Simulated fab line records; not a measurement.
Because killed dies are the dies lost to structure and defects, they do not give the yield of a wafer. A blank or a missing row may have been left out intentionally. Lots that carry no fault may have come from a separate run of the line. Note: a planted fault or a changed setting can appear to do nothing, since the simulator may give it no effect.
fab line records | flow nand_harc
[record] lots = 24 wafers = 72 last_day = 24
route steps=1159 shown A_WL_FILL@833 A_CONTACT@863
lots that met no fault: taken from a fault-free run of the same line
start_h: the number of hours between the record's first day and the start of the first shown wafer of the lot | wait_h: how many hours have passed since the lot's step before this one | " same as the row above | L1.1+2: one row covering several wafers at once | - either no value or no given start | * or withheld: withheld | < > ~ a bound
route shown NAME@n: names a module that has steps shown in the file, with the first one's number in the route | usual: mean and standard deviation over wafers with no fault | same: alike in all rows | chamber/n: place in a boat | sites: each site's reading | _std_site: the values' standard deviation | _edge_site: outer sites' mean less inner sites' | radius_mm: for every site, how far away it sits from the centre of the wafer | mask NAME#n: copy n | behind: the tool/chamber that last shaped the wafer | hold: what put the lot on hold/how long, in hours/how the hold closed | device: the n, p or np transistor that did not switch | end of line: at the end of the route, the tests of the same wafers | a step without rows: its recipe alone | killed: not the wafer's yield, but the dies lost to structure and defects at the first sort | map: the dies of a wafer, with x for killed, . for not killed, _ for no die there
set.NAME: the setting the step ran with; set.NAME@STEP: the setting that earlier step ran with | model.NAME: the simulator's own value behind a step, which no gauge read
one table for each step of the route and one row for each wafer, over a sample of lots
services: a tool's chamber out of use, with start hour (start_h, from the record's first day; less than 0 if before it), hours out, and reason
[[steps]]
[step NHARC_A_WL_FILL_CVD_20]
[recipe] target_thk_a = 750 temp_c = 300 pressure_torr = 40 wf6_flow_sccm = 40 h2_flow_sccm = 1600 ar_flow_sccm = 1560 time_s = 5064 material = W
[usual] heater_power_w = 478/67 throttle_valve_pct = 7.9/0.32
// columns lot.wafer tool chamber start_h wait_h heater_power_w throttle_valve_pct
L075.1 cvd_w-02 1 - - 391 8.4
L075.2 " 0 " " 553 7.5
L075.5 " 1 " " 369 8.0
L076.1 cvd_w-01 1 - - 501 8.3
L076.4 " 1 " " 521 8.2
L076.6 " 0 " " 469 8.0
L077.2 cvd_w-02 1 - - 385 8.3
L077.1 " 0 " " 566 7.8
L077.6 " 0 " " 574 7.7
L078.1 cvd_w-01 1 - - 518 8.1
L078.2 " 0 " " 480 7.8
L078.3 " 0 " " 480 8.0
L074.1 cvd_w-02 0 - - 564 7.6
L074.4 " 0 " " 573 7.4
L074.6 " 1 " " 377 8.2
L079.2 cvd_w-01 1 - - 525 8.1
L079.4 " 1 " " 513 8.2
L079.6 " 1 " " 517 8.0
L080.4 cvd_w-01 0 - - 468 7.9
L080.3 " 1 " " 513 8.1
L080.5 " 1 " " 517 8.1
L081.2 cvd_w-01 0 - - 477 7.9
L081.1 " 1 " " 504 8.1
L081.6 " 1 " " 518 8.0
L082.1 cvd_w-01 1 - - 486 8.0
L082.5 " 0 " " 468 7.9
L082.6 " 1 " " 505 8.2
L083.1 cvd_w-02 1 - - 366 7.9
L083.3 " 0 " " 562 7.1
L083.5 " 1 " " 368 7.8
L084.3 cvd_w-01 0 - - 483 7.9
L084.5 " 1 " " 516 8.1
L084.6 " 0 " " 469 8.1
L086.1 cvd_w-02 1 - - 362 7.9
L086.2 " 0 " " 549 7.5
L086.4 " 1 " " 368 8.1
L087.1 cvd_w-01 0 - - 470 8.1
L087.2 " 1 " " 514 8.0
L087.4 " 1 " " 498 8.1
L085.1 cvd_w-01 1 - - 491 8.1
L085.3 " 0 " " 480 7.9
L085.5 " 0 " " 480 8.1
L088.1 cvd_w-02 0 - - 554 7.5
L088.4 " 1 " " 358 7.7
L088.3 " 0 " " 566 7.4
L091.2 cvd_w-01 0 - - 477 8.3
L091.1 " 1 " " 499 8.2
L091.3 " 0 " " 489 8.1
L089.3 cvd_w-02 0 - - 554 7.3
L089.4 " 1 " " 363 8.2
L089.5 " 0 " " 564 7.3
L090.1 cvd_w-01 0 - - 467 8.0
L090.3 " 0 " " 470 7.9
L090.4 " 1 " " 521 8.3
L092.1 cvd_w-02 0 - - 548 7.4
L092.4 " 1 " " 353 8.2
L092.5 " 1 " " 368 8.2
L096.1 cvd_w-01 1 - - 514 8.2
L096.4 " 0 " " 478 8.0
L096.3 " 1 " " 510 8.3
L094.4 cvd_w-02 0 - - 543 7.4
L094.3 " 1 " " 356 8.2
L094.6 " 1 " " 359 8.1
L095.2 cvd_w-02 1 - - 350 8.1
L095.1 " 0 " " 553 7.5
L095.3 " 1 " " 364 8.1
L093.2 cvd_w-02 1 - - 358 8.1
L093.4 " 0 " " 560 7.3
L093.6 " 1 " " 364 8.2
L097.1 cvd_w-01 0 - - 464 8.0
L097.4 " 0 " " 465 7.8
L097.5 " 1 " " 480 8.5
[step NHARC_A_CONTACT_ETCH_112]
[recipe] source_w = withheld pressure_mtorr = 20 bias_v = 3000 time_s = 94 target_depth_a = 9220 ar_flow_sccm = withheld c4f8_flow_sccm = withheld o2_flow_sccm = withheld chemistry = C4F8/O2/Ar
// columns lot.wafer tool chamber start_h wait_h rf_hours_counter_h
L075.2 har_cap_etch-03 0 372.70 0.2 79
L075.1 " 1 " " 79
L075.5 " 1 " " -
L076.1 har_cap_etch-02 1 375.08 0.1 7
L076.4 " 0 " " -
L076.6 " 1 " " -
L077.2 har_cap_etch-03 1 377.75 0.2 80
L077.1 " 0 " " 80
L077.6 " 1 " " -
L074.1 har_cap_etch-03 1 383.86 0.1 81
L074.4 " 1 " " -
L074.6 " 0 " " -
L078.2 har_cap_etch-02 0 385.23 0.2 11
L078.1 " 1 " " 11
L078.3 " 0 " " -
L079.2 har_cap_etch-03 1 391.62 0.2 84
L079.4 " 0 " " -
L079.6 " 0 " " -
L080.3 har_cap_etch-03 1 402.72 0.1 -
L080.4 " 0 " " -
L080.5 " 1 " " -
L081.1 har_cap_etch-02 1 408.32 0.3 15
L081.2 " 0 " " 15
L081.6 " 0 " " -
L082.1 har_cap_etch-03 1 422.82 0.2 90
L082.6 " 1 " " -
L082.5 " 0 " " -
L083.1 har_cap_etch-01 0 423.97 0.1 66
L083.3 " 1 " " -
L083.5 " 0 " " -
L084.3 har_cap_etch-02 1 426.51 0.1 -
L084.6 " 1 " " -
L084.5 " 0 " " -
L086.2 har_cap_etch-01 1 433.93 0.2 68
L086.1 " 0 " " 68
L086.4 " 0 " " -
L087.1 har_cap_etch-03 0 434.75 0.2 93
L087.2 " 1 " " 93
L087.4 " 1 " " -
L085.1 har_cap_etch-03 1 447.66 0.1 95
L085.3 " 1 " " -
L085.5 " 1 " " -
L088.1 har_cap_etch-01 1 450.63 0.1 72
L088.4 " 0 " " -
L088.3 " 1 " " -
L091.2 har_cap_etch-01 0 461.44 0.2 73
L091.1 " 1 " " 73
L091.3 " 0 " " -
L089.4 har_cap_etch-02 0 461.81 0.1 -
L089.3 " 1 " " -
L089.5 " 1 " " -
L090.1 har_cap_etch-02 0 466.50 0.1 24
L090.3 " 1 " " -
L090.4 " 0 " " -
L092.1 har_cap_etch-02 0 478.21 0.2 27
L092.4 " 0 " " -
L092.5 " 0 " " -
L096.1 har_cap_etch-02 0 487.32 0.1 28
L096.4 " 1 " " -
L096.3 " 0 " " -
L094.4 har_cap_etch-01 1 494.73 0.1 -
L094.3 " 0 " " -
L094.6 " 0 " " -
L095.2 har_cap_etch-03 0 496.03 0.2 103
L095.1 " 1 " " 103
L095.3 " 1 " " -
L093.2 har_cap_etch-01 0 499.52 0.2 79
L093.4 " 0 " " -
L093.6 " 1 " " -
L097.1 har_cap_etch-02 1 507.76 0.2 32
L097.4 " 0 " " -
L097.5 " 1 " " -
[step NHARC_A_CONTACT_STRIP_55]
[recipe] o2_flow_sccm = 500 ar_flow_sccm = 0 bias_w = 0 chemistry = O2
[usual] drypump_motor_current_A = 5.74/0.23 oes_product_au = 0.999/0.0067 rf_vpp_V = 57.9/0.88 showerhead_plenum_p_Torr = 3.56/0.13 throttle_valve_pct = 17.038/0.0099
// columns lot.wafer tool chamber start_h wait_h drypump_motor_current_A oes_product_au rf_hours_counter_h rf_vpp_V showerhead_plenum_p_Torr throttle_valve_pct
L075.1 rie_diel-07 0 - - 5.70 0.989 52 57.4 3.64 17.031
L075.2 " 2 " " 5.64 1.001 52 58.2 3.61 17.022
L075.5 " 3 " " 5.52 1.002 - 58.0 3.52 17.036
L076.1 rie_diel-07 0 - - 5.71 1.001 53 58.4 3.64 17.050
L076.4 " 1 " " 5.58 1.007 51 56.3 3.54 17.037
L076.6 " 2 " " 5.63 0.999 - 57.8 3.61 17.040
L077.1 rie_diel-01 2 - - 5.70 0.995 10 58.4 3.68 17.035
L077.2 " 3 " " 5.65 1.002 10 56.5 3.27 17.034
L077.6 " 0 " " 6.17 0.998 - 58.7 3.59 17.044
L074.1 rie_diel-01 2 - - 5.72 0.989 11 58.0 3.68 17.049
L074.4 " 0 " " 6.16 1.006 12 57.8 3.59 17.040
L074.6 " 2 " " 5.71 0.990 - 58.5 3.68 17.034
L078.2 rie_diel-07 2 - - 5.62 0.996 57 57.2 3.60 17.052
L078.1 " 0 " " 5.71 1.006 57 57.0 3.63 17.038
L078.3 " 1 " " 5.63 1.012 55 57.0 3.54 17.042
L079.2 rie_diel-07 2 - - 5.62 0.999 59 58.0 3.60 17.050
L079.4 " 0 " " 5.70 1.000 59 58.9 3.63 17.050
L079.6 " 2 " " 5.62 0.990 - 55.7 3.60 17.026
L080.3 rie_diel-01 1 - - 5.91 0.996 18 59.2 3.67 17.040
L080.4 " 2 " " 5.73 0.995 17 58.6 3.68 17.031
L080.5 " 3 " " 5.70 1.001 - 57.5 3.27 17.024
L081.1 rie_diel-01 0 - - 6.20 1.012 18 57.6 3.59 17.038
L081.2 " 1 " " 5.93 1.009 19 59.0 3.67 17.029
L081.6 " 2 " " 5.69 0.995 - 58.3 3.68 17.034
L082.1 rie_diel-01 0 - - 6.18 0.998 20 56.9 3.59 17.033
L082.6 " 3 " " 5.68 1.009 - 59.2 3.27 17.032
L082.5 " 0 " " 6.18 1.005 - 57.2 3.58 17.031
L083.3 rie_diel-07 2 - - 5.63 0.992 3 57.9 3.60 17.032
L083.1 " 3 " " 5.48 1.000 3 59.4 3.51 17.046
L083.5 " 2 " " 5.60 1.003 - 58.9 3.60 17.052
L084.3 rie_diel-01 0 - - 6.18 1.003 22 58.2 3.58 17.053
L084.5 " 1 " " 5.87 0.999 - 58.4 3.66 17.024
L084.6 " 2 " " 5.73 0.978 - 57.4 3.67 17.043
L086.2 rie_diel-02 2 - - 5.17 1.002 38 57.6 3.75 17.040
L086.4 " 3 " " 6.10 1.008 36 57.5 3.60 17.035
L086.1 " 0 " " 5.84 1.003 36 57.3 3.38 17.043
L087.2 rie_diel-02 0 - - 5.85 1.007 36 57.8 3.38 17.024
L087.1 " 1 " " 5.48 1.009 37 55.9 3.32 17.041
L087.4 " 2 " " 5.17 1.007 38 58.4 3.75 17.027
L085.3 rie_diel-02 1 - - 5.45 0.999 43 57.0 3.32 17.025
L085.1 " 2 " " 5.17 1.005 43 58.0 3.75 17.025
L085.5 " 1 " " 5.48 0.991 - 58.6 3.32 17.059
L088.4 rie_diel-01 1 - - 5.85 1.005 27 59.0 3.66 17.042
L088.1 " 2 " " 5.69 0.987 26 58.3 3.67 17.056
L088.3 " 3 " " 5.70 0.998 25 57.5 3.27 17.043
L091.1 rie_diel-01 2 - - 5.70 1.000 28 59.5 3.67 17.048
L091.2 " 3 " " 5.71 0.990 27 56.9 3.27 17.048
L091.3 " 1 " " 5.87 1.003 29 56.4 3.66 17.040
L089.4 rie_diel-07 0 - - 5.72 0.998 18 56.3 3.62 17.049
L089.3 " 3 " " 5.45 1.004 19 57.4 3.50 17.050
L089.5 " 1 " " 5.59 1.014 - 57.6 3.52 17.029
L090.1 rie_diel-01 1 - - 5.84 1.000 30 57.4 3.66 17.023
L090.4 " 2 " " 5.71 1.000 29 58.3 3.67 17.031
L090.3 " 3 " " 5.72 0.991 28 55.6 3.26 17.041
L092.4 rie_diel-07 3 - - 5.44 1.000 26 56.8 3.50 17.050
L092.1 " 1 " " 5.62 0.998 24 56.7 3.52 17.046
L092.5 " 3 " " 5.45 1.002 - 57.1 3.50 17.033
L096.1 rie_diel-07 3 - - 5.48 1.012 28 57.3 3.50 17.039
L096.3 " 0 " " 5.71 1.002 26 59.2 3.62 17.031
L096.4 " 2 " " 5.62 0.995 26 57.4 3.58 17.038
L094.3 rie_diel-02 3 - - 6.13 0.999 55 57.3 3.59 17.024
L094.4 " 1 " " 5.50 0.990 57 56.5 3.31 17.045
L094.6 " 3 " " 6.09 0.991 - 58.3 3.59 17.044
L095.1 rie_diel-07 3 - - 5.48 0.985 33 57.8 3.49 17.038
L095.2 " 1 " " 5.62 0.991 30 57.5 3.51 17.036
L095.3 " 2 " " 5.64 0.992 31 59.4 3.58 17.042
L093.4 rie_diel-01 0 - - 6.20 1.001 0 57.6 3.58 17.034
L093.2 " 3 " " 5.71 0.999 0 59.2 3.81 17.037
L093.6 " 1 " " 5.88 0.999 - 57.8 3.66 17.028
L097.1 rie_diel-01 3 - - 5.67 0.989 2 59.0 3.81 17.023
L097.4 " 0 " " 6.19 0.997 2 59.3 3.58 17.045
L097.5 " 3 " " 5.66 0.994 - 59.0 3.81 17.039
[step NHARC_A_CONTACT_ETCH_77]
[recipe] target_depth_a = 726 time_s = 36.3 cf4_flow_sccm = 100 chf3_flow_sccm = 30 ar_flow_sccm = 0 rf_w = 500 bias_w = 200 chemistry = CF4/CHF3
[usual] cf4_flow_sccm = 100.01/0.29 drypump_motor_current_A = 5.76/0.24 oes_product_au = 0.936/0.019 rf_vpp_V = 371.1/2.3 showerhead_plenum_p_Torr = 1.59/0.067 throttle_valve_pct = 16.803/0.0092
// columns lot.wafer tool chamber start_h wait_h cf4_flow_sccm drypump_motor_current_A oes_product_au rf_hours_counter_h rf_vpp_V showerhead_plenum_p_Torr throttle_valve_pct
L075.2 rie_diel-02 0 - - 100.15 5.86 0.962 13 370.3 1.51 16.799
L075.1 " 1 " " 99.98 5.49 0.939 14 368.3 1.49 16.802
L075.5 " 2 " " 99.73 5.16 0.952 - 373.5 1.68 16.804
L076.4 rie_diel-01 3 - - 99.86 5.66 0.959 10 366.7 1.46 16.790
L076.1 " 1 " " 100.25 5.91 0.995 12 373.5 1.64 16.805
L076.6 " 3 " " 100.08 5.66 0.961 - 367.0 1.46 16.797
L077.2 rie_diel-01 0 - - 100.05 6.17 0.922 12 371.9 1.60 16.791
L077.1 " 1 " " 99.91 5.86 0.929 12 372.9 1.64 16.810
L077.6 " 1 " " 100.09 5.86 0.920 - 372.7 1.64 16.802
L074.1 rie_diel-07 2 - - 100.23 5.63 0.918 58 371.7 1.61 16.796
L074.4 " 0 " " 99.80 5.69 0.930 58 371.1 1.62 16.799
L074.6 " 2 " " 100.52 5.62 0.927 - 371.1 1.61 16.798
L078.3 rie_diel-01 0 - - 100.18 6.17 0.925 14 371.9 1.60 16.801
L078.1 " 1 " " 99.76 5.89 0.933 14 372.9 1.64 16.807
L078.2 " 2 " " 100.40 5.70 0.914 14 372.9 1.64 16.813
L079.2 rie_diel-01 0 - - 99.73 6.17 0.923 15 370.7 1.60 16.802
L079.4 " 2 " " 99.86 5.70 0.922 15 372.4 1.64 16.817
L079.6 " 0 " " 99.84 6.14 0.930 - 370.8 1.60 16.783
L080.4 rie_diel-01 0 - - 100.30 6.17 0.930 18 371.5 1.60 16.812
L080.3 " 1 " " 99.95 5.86 0.926 19 371.7 1.64 16.803
L080.5 " 1 " " 99.48 5.86 0.924 - 373.5 1.64 16.784
L081.2 rie_diel-02 1 - - 99.70 5.47 0.930 29 366.6 1.48 16.799
L081.1 " 3 " " 99.93 6.11 0.925 30 372.4 1.61 16.802
L081.6 " 1 " " 100.10 5.49 0.928 - 367.3 1.48 16.793
L082.1 rie_diel-01 1 - - 100.14 5.97 0.926 22 371.4 1.64 16.823
L082.5 " 3 " " 100.09 5.70 0.928 - 367.2 1.46 16.799
L082.6 " 0 " " 100.03 6.15 0.930 - 370.6 1.60 16.809
L083.3 rie_diel-01 2 - - 100.04 5.71 0.951 22 371.9 1.64 16.806
L083.1 " 3 " " 99.71 5.68 0.973 21 365.2 1.46 16.800
L083.5 " 2 " " 100.26 5.71 0.955 - 373.9 1.64 16.801
L084.3 rie_diel-01 2 - - 100.14 5.74 0.901 22 373.1 1.64 16.798
L084.6 " 1 " " 99.95 5.91 0.930 - 372.3 1.64 16.815
L084.5 " 2 " " 100.16 5.72 0.917 - 372.8 1.64 16.797
L086.4 rie_diel-07 3 - - 100.04 5.45 0.939 10 372.1 1.56 16.815
L086.2 " 0 " " 100.19 5.71 0.923 10 371.8 1.62 16.799
L086.1 " 1 " " 99.99 5.62 0.925 8 370.4 1.57 16.791
L087.4 rie_diel-01 3 - - 100.03 5.67 0.957 23 366.3 1.46 16.804
L087.1 " 0 " " 99.66 6.17 0.970 25 370.6 1.60 16.805
L087.2 " 1 " " 99.91 5.85 0.984 25 372.7 1.63 16.802
L085.1 rie_diel-07 3 - - 100.45 5.43 0.953 15 370.3 1.56 16.798
L085.3 " 0 " " 100.42 5.71 0.978 15 371.5 1.62 16.813
L085.5 " 3 " " 100.42 5.47 0.966 - 370.8 1.56 16.798
L088.1 rie_diel-01 1 - - 99.76 5.88 0.926 27 373.1 1.63 16.820
L088.3 " 2 " " 99.36 5.72 0.919 26 373.0 1.64 16.801
L088.4 " 3 " " 100.08 5.69 0.924 25 367.1 1.46 16.792
L091.1 rie_diel-07 3 - - 100.60 5.48 0.966 20 371.5 1.56 16.800
L091.2 " 0 " " 99.81 5.70 0.977 19 371.3 1.62 16.796
L091.3 " 1 " " 100.00 5.59 0.981 18 371.3 1.57 16.811
L089.4 rie_diel-01 1 - - 99.89 5.94 0.956 30 372.9 1.63 16.799
L089.3 " 2 " " 99.70 5.66 0.950 28 373.6 1.64 16.808
L089.5 " 2 " " 99.68 5.67 0.955 - 373.8 1.64 16.809
L090.3 rie_diel-01 1 - - 100.68 5.90 0.940 31 372.4 1.63 16.811
L090.1 " 2 " " 99.89 5.68 0.911 29 373.1 1.64 16.806
L090.4 " 0 " " 99.94 6.15 0.924 30 372.0 1.60 16.812
L092.4 rie_diel-01 2 - - 100.15 5.71 0.906 32 373.7 1.64 16.819
L092.1 " 3 " " 99.95 5.66 0.931 31 367.7 1.45 16.802
L092.5 " 1 " " 99.98 5.83 0.923 - 372.3 1.63 16.805
L096.1 rie_diel-02 3 - - 99.70 6.09 0.929 54 372.3 1.60 16.812
L096.3 " 0 " " 100.10 5.83 0.929 57 368.0 1.50 16.796
L096.4 " 1 " " 100.04 5.47 0.925 57 366.3 1.48 16.794
L094.3 rie_diel-02 0 - - 100.51 5.84 0.925 59 368.4 1.50 16.809
L094.4 " 3 " " 99.78 6.10 0.925 56 371.5 1.60 16.815
L094.6 " 0 " " 100.45 5.83 0.933 - 367.5 1.50 16.782
L095.1 rie_diel-07 3 - - 99.46 5.43 0.930 35 370.8 1.56 16.806
L095.2 " 1 " " 99.73 5.62 0.925 32 370.2 1.57 16.806
L095.3 " 2 " " 99.55 5.63 0.929 33 372.1 1.60 16.802
L093.4 rie_diel-01 1 - - 100.49 5.92 0.941 0 373.2 1.63 16.798
L093.2 " 3 " " 99.66 5.69 0.930 0 374.9 1.70 16.798
L093.6 " 1 " " 100.78 5.89 0.930 - 372.4 1.63 16.798
L097.1 rie_diel-01 1 - - 100.07 5.86 0.927 4 371.6 1.63 16.817
L097.4 " 0 " " 99.89 6.17 0.932 4 369.6 1.59 16.803
L097.5 " 2 " " 100.12 5.71 0.924 - 373.1 1.64 16.801
[step NHARC_A_CONTACT_DEP_85]
[recipe] target_thk_a = 500 target_thk_nm = 50 temp_c = 400 pressure_torr = 3.5 flow_sccm = 200 rf_w = 350 material = SiON
[usual] heater_power_w = 801/87
// columns lot.wafer tool chamber start_h wait_h heater_power_w
L075.1 pecvd-02 2 387.53 1.1 657
L075.2 " 1 " " 803
L075.5 " 1 " " 799
L076.1 pecvd-01 2 391.97 1.1 799
L076.4 " 2 " " 832
L076.6 " 0 " " 838
L077.2 pecvd-01 0 393.02 0.9 886
L077.1 " 1 " " 833
L077.6 " 0 " " 890
L074.1 pecvd-01 2 395.80 1.1 913
L074.4 " 0 " " 880
L074.6 " 2 " " 895
L078.1 pecvd-02 2 399.42 1.0 609
L078.3 " 0 " " 777
L078.2 " 1 " " 826
L079.2 pecvd-04 1 403.43 0.9 738
L079.6 " 1 " " 720
L079.4 " 2 " " 864
L080.3 pecvd-02 0 418.88 0.7 799
L080.4 " 2 " " 604
L080.5 " 0 " " 781
L081.2 pecvd-02 2 424.11 0.9 626
L081.1 " 1 " " 817
L081.6 " 2 " " 606
L082.1 pecvd-02 2 434.11 1.1 642
L082.5 " 1 " " 787
L082.6 " 2 " " 660
L083.3 pecvd-04 2 435.59 0.6 903
L083.1 " 1 " " 812
L083.5 " 0 " " 698
L084.3 pecvd-02 1 437.83 0.7 746
L084.5 " 2 " " 650
L084.6 " 1 " " 753
L086.1 pecvd-01 1 448.18 1.1 767
L086.2 " 0 " " 761
L086.4 " 0 " " 762
L087.2 pecvd-04 2 449.04 0.9 841
L087.1 " 0 " " 689
L087.4 " 2 " " 836
L085.1 pecvd-04 1 460.45 1.1 732
L085.3 " 0 " " 751
L085.5 " 0 " " 798
L088.1 pecvd-01 0 463.76 1.1 891
L088.3 " 1 " " 778
L088.4 " 1 " " 773
L089.3 pecvd-04 2 473.44 1.1 882
L089.5 " 1 " " 776
L089.4 " 2 " " 857
L091.1 pecvd-01 1 474.44 1.2 801
L091.3 " 2 " " 948
L091.2 " 0 " " 795
L090.1 pecvd-04 0 478.19 1.1 769
L090.3 " 1 " " 838
L090.4 " 1 " " 817
L092.1 pecvd-02 0 491.25 1.1 788
L092.4 " 1 " " 806
L092.5 " 2 " " 659
L096.3 pecvd-01 2 499.75 0.7 854
L096.1 " 0 " " 867
L096.4 " 1 " " 850
L094.3 pecvd-01 1 508.37 0.7 840
L094.6 " 1 " " 880
L094.4 " 2 " " 982
L095.2 pecvd-01 2 509.94 0.9 879
L095.1 " 0 " " 912
L095.3 " 1 " " 840
L093.2 pecvd-02 2 511.12 0.9 608
L093.4 " 0 " " 803
L093.6 " 2 " " 599
L097.1 pecvd-01 2 520.22 1.1 903
L097.4 " 0 " " 891
L097.5 " 1 " " 873
[step NHARC_A_CONTACT_DESCUM_13]
[recipe] time_s = 3 o2_flow_sccm = 200 ar_flow_sccm = 0 bias_power_w = 0 chemistry = O2
[usual] drypump_motor_current_A = 5.77/0.24 oes_product_au = 1.000/0.0075 rf_vpp_V = 57.9/0.91 showerhead_plenum_p_Torr = 1.94/0.081 throttle_valve_pct = 11.312/0.0091
// columns lot.wafer tool chamber start_h wait_h drypump_motor_current_A oes_product_au rf_hours_counter_h rf_vpp_V showerhead_plenum_p_Torr throttle_valve_pct
L075.1 rie_diel-01 3 388.31 0.1 5.67 1.003 12 57.8 1.77 11.295
L075.2 " 0 " " 6.16 1.008 13 57.6 1.95 11.311
L075.5 " 0 " " 6.16 1.012 - 56.0 1.95 11.317
L076.4 rie_diel-02 0 392.87 0.1 5.84 1.001 18 58.4 1.83 11.299
L076.1 " 1 " " 5.50 0.998 19 58.5 1.80 11.310
L076.6 " 3 " " 6.12 1.003 - 57.6 1.96 11.309
L077.2 rie_diel-01 3 393.89 0.1 5.64 0.999 14 58.1 1.76 11.329
L077.1 " 0 " " 6.17 1.005 14 58.5 1.95 11.314
L077.6 " 3 " " 5.67 1.009 - 57.7 1.76 11.311
L074.4 rie_diel-01 3 398.83 0.1 5.67 1.009 15 57.3 1.76 11.304
L074.1 " 0 " " 6.17 1.007 16 57.7 1.95 11.321
L074.6 " 2 " " 5.68 0.984 - 58.2 2.00 11.312
L078.1 rie_diel-02 3 400.34 0.1 6.08 0.998 24 57.4 1.96 11.330
L078.2 " 0 " " 5.84 0.992 22 58.6 1.83 11.311
L078.3 " 1 " " 5.51 1.001 22 58.4 1.80 11.304
L079.2 rie_diel-07 1 404.36 0.1 5.63 1.013 62 59.7 1.91 11.296
L079.4 " 3 " " 5.49 1.007 65 56.4 1.90 11.302
L079.6 " 1 " " 5.58 1.019 - 57.2 1.92 11.312
L080.3 rie_diel-01 1 419.73 0.1 5.84 1.009 19 57.4 1.99 11.335
L080.4 " 2 " " 5.72 0.993 18 58.7 2.00 11.306
L080.5 " 1 " " 5.84 1.004 - 58.9 1.99 11.317
L081.2 rie_diel-01 2 425.11 0.1 5.69 0.993 20 59.1 2.00 11.305
L081.1 " 0 " " 6.18 1.006 20 60.1 1.95 11.315
L081.6 " 2 " " 5.70 0.992 - 57.1 2.00 11.305
L082.1 rie_diel-01 0 434.99 0.1 6.17 1.011 23 58.7 1.95 11.319
L082.5 " 1 " " 5.89 1.007 - 57.1 1.99 11.320
L082.6 " 2 " " 5.70 0.997 - 58.0 2.00 11.324
L083.3 rie_diel-01 3 436.39 0.1 5.69 1.004 22 57.3 1.76 11.327
L083.1 " 0 " " 6.15 1.008 24 57.9 1.95 11.319
L083.5 " 2 " " 5.70 0.997 - 58.9 2.00 11.310
L084.3 rie_diel-02 2 438.66 0.2 5.16 0.991 38 58.0 2.04 11.309
L084.5 " 3 " " 6.09 0.993 - 58.5 1.96 11.334
L084.6 " 0 " " 5.85 1.000 - 57.3 1.83 11.296
L086.2 rie_diel-01 0 448.97 0.1 6.16 0.995 25 58.8 1.94 11.321
L086.4 " 2 " " 5.70 0.989 25 58.7 2.00 11.319
L086.1 " 3 " " 5.66 0.999 24 56.0 1.76 11.318
L087.4 rie_diel-07 2 449.82 0.1 5.63 1.006 12 57.2 1.95 11.300
L087.2 " 3 " " 5.44 0.999 13 55.6 1.90 11.315
L087.1 " 0 " " 5.68 1.005 14 58.0 1.97 11.312
L085.1 rie_diel-01 3 461.39 0.1 5.69 0.995 26 58.1 1.76 11.308
L085.3 " 0 " " 6.17 1.012 28 58.4 1.94 11.322
L085.5 " 3 " " 5.65 1.002 - 56.6 1.76 11.317
L088.1 rie_diel-01 1 464.67 0.1 5.85 1.008 29 58.0 1.99 11.314
L088.3 " 2 " " 5.71 1.001 28 57.7 2.00 11.333
L088.4 " 3 " " 5.68 1.002 27 55.4 1.76 11.313
L089.4 rie_diel-07 3 474.32 0.1 5.46 0.999 24 57.5 1.90 11.315
L089.3 " 0 " " 5.70 0.997 23 59.0 1.97 11.302
L089.5 " 3 " " 5.48 0.997 - 58.0 1.90 11.319
L091.2 rie_diel-01 2 475.23 0.1 5.67 0.994 30 57.9 2.00 11.312
L091.3 " 3 " " 5.69 0.983 29 57.0 1.76 11.303
L091.1 " 0 " " 6.15 1.016 30 57.2 1.94 11.306
L090.1 rie_diel-01 3 479.08 0.1 5.69 0.979 30 57.2 1.76 11.309
L090.3 " 1 " " 5.90 0.980 32 58.8 1.99 11.304
L090.4 " 2 " " 5.72 0.981 31 58.7 2.00 11.317
L092.4 rie_diel-07 0 492.69 0.6 5.69 0.994 28 57.8 1.96 11.309
L092.1 " 1 " " 5.60 0.996 27 57.1 1.91 11.292
L092.5 " 3 " " 5.44 0.999 - 58.9 1.89 11.320
L096.4 rie_diel-07 2 500.63 0.1 5.62 0.986 32 56.9 1.94 11.321
L096.3 " 3 " " 5.41 0.998 34 57.6 1.89 11.322
L096.1 " 1 " " 5.60 1.008 31 57.0 1.91 11.322
L094.3 rie_diel-07 0 509.31 0.1 5.70 1.002 37 57.6 1.96 11.311
L094.4 " 2 " " 5.63 0.992 36 56.7 1.94 11.315
L094.6 " 0 " " 5.71 1.005 - 56.9 1.96 11.323
L095.1 rie_diel-01 3 510.84 0.1 5.68 0.994 2 58.2 2.08 11.310
L095.2 " 0 " " 6.17 1.002 2 57.8 1.94 11.304
L095.3 " 2 " " 5.71 0.994 2 57.6 1.99 11.320
L093.2 rie_diel-01 2 511.85 0.1 5.69 0.993 3 56.7 1.99 11.319
L093.4 " 3 " " 5.70 0.989 3 57.2 2.08 11.309
L093.6 " 2 " " 5.68 0.990 - 59.1 1.99 11.303
L097.1 rie_diel-01 1 521.08 0.1 5.97 0.998 5 57.2 1.99 11.317
L097.4 " 2 " " 5.71 0.985 4 58.7 1.99 11.320
L097.5 " 1 " " 5.89 0.995 - 56.5 1.99 11.312
[[services]]
// columns tool chamber start_h hours kind
rie_diel-01 0 348.31 - clean
rie_diel-01 1 348.31 - clean
rie_diel-01 2 348.31 - clean
rie_diel-01 3 348.31 - clean
rie_diel-01 0 372.81 - clean
rie_diel-01 1 372.81 - clean
rie_diel-01 2 372.81 - clean
rie_diel-01 3 372.81 - clean
cvd_w-02 - 376.08 13.0 pm
pecvd-04 - 376.22 13.0 pm
rie_diel-07 0 379.37 1.6 repair
pecvd-01 2 380.81 4.5 repair
rie_diel-01 0 397.31 - clean
rie_diel-01 1 397.31 - clean
rie_diel-07 - 405.36 9.0 pm
har_cap_etch-03 - 408.22 0.1 repair
rie_diel-02 1 414.90 1.6 repair
pecvd-01 - 418.00 13.0 pm
cvd_w-01 - 479.19 13.0 pm
rie_diel-01 - 491.81 9.0 pm
rie_diel-02 - 505.80 9.0 pm
cvd_w-01 - 506.26 3.2 repair
pecvd-02 - 515.24 13.0 pm
rie_diel-02 2 517.17 6.9 repair
[[key]]
fault none
